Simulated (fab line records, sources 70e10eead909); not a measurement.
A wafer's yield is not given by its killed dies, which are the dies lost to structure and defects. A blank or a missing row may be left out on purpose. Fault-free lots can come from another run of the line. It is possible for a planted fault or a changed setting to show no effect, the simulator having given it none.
A struck lot beside a sound one || flow nandHarc || 18 out of 1302 route steps
Sound: wafers L915.3, L915.4, L915.6. Wafers L924.1, L924.3, L924.6 were the ones struck. The cause is named last.
At each step with rows: each side's tool, then ch and its chambers, then its first start. Under that, the readings that differ: sound wafers || struck wafers || difference of the means || sigmas: that difference in standard deviations of wafers without a fault.
alike: same words and numbers on both sides, and readings whose means sit less than 2 such deviations apart. not compared: any withheld reading, any reading some wafer has no value for, any bound like >300 that may hide the same value, and any number with overlapping values for which the record gives no deviation.
A row with sigmas, a row that says differs or no value, or rows on one side alone: a step with any of these is where the two part. Numbers that don't overlap but have no deviation are shown without sigmas and don't part them. A reading missing from all wafers of one side parts the sides only when that side holds two or more wafers.

first, 2 steps without rows for these wafers: NHARC_P_STI_SRD_39; NHARC_P_STI_OXIDE_40 (material SiO2, target thk 10 nm, ox time 1362 s).
NHARC_P_STI_INSPECT_25:
  sound on defectInspect-02 at day 5 23:23; struck on defectInspect-01 at day 10 01:48
  alike: rawDefectCount
then, 9 steps without rows for these wafers: NHARC_P_GATE_ETCH_69 (etches SiO2 in dHF, target depth 14 nm); NHARC_P_GATE_PRECLEAN_70 (cleans in SC1); NHARC_P_GATE_SRD_01; NHARC_P_GATE_OXIDE_02 (material SiO2, target thk 37.5 nm, ox time 365 s); NHARC_P_GATE_DEHYDRATE_03 (time 120 s); NHARC_P_GATE_HMDS_04 (time 30 s); NHARC_P_GATE_COAT_05; NHARC_P_GATE_SOFTBAKE_06 (time 95 s); NHARC_P_GATE_EBR_07.
NHARC_P_GATE_EXPOSE_08: exposes mask P HV.
  sound on krfScanner-02 ch 0, day 6 08:02; struck on krfScanner-02 ch 0, day 10 10:09
{"reading": "exposureDoseMJCm2", "sound": "16.757 16.769 16.753", "struck": "21.838 21.839 21.815", "difference": "+5.071", "sigmas": "+99 or more"}
  alike: mask, focusOffsetNm
then, 2 steps without rows for these wafers: NHARC_P_GATE_PEB_09 (peb time 85 s); NHARC_P_GATE_DEVELOP_10 (time 70 s).
NHARC_P_GATE_CD_MEAS_11: the cd target is 1640 nm.
  sound on cdSem-03 ch 0, day 6 08:11; struck on cdSem-02 ch 0, day 10 10:19
  alike: cdNm
then, 2 steps without rows for these wafers: NHARC_P_GATE_HARDBAKE_12 (time 80 s); NHARC_END_SORT_01.

WHERE THEY PART
Within this record, at NHARC_P_GATE_EXPOSE_08 only. Later steps at which nothing parts them and some readings are alike: NHARC_P_GATE_CD_MEAS_11.

WHY: whatever the simulator had introduced
Process parameter drift: krfScanner-02, from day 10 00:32 on, at NHARC_P_GATE_EXPOSE_08. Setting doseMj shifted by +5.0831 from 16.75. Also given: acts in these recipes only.
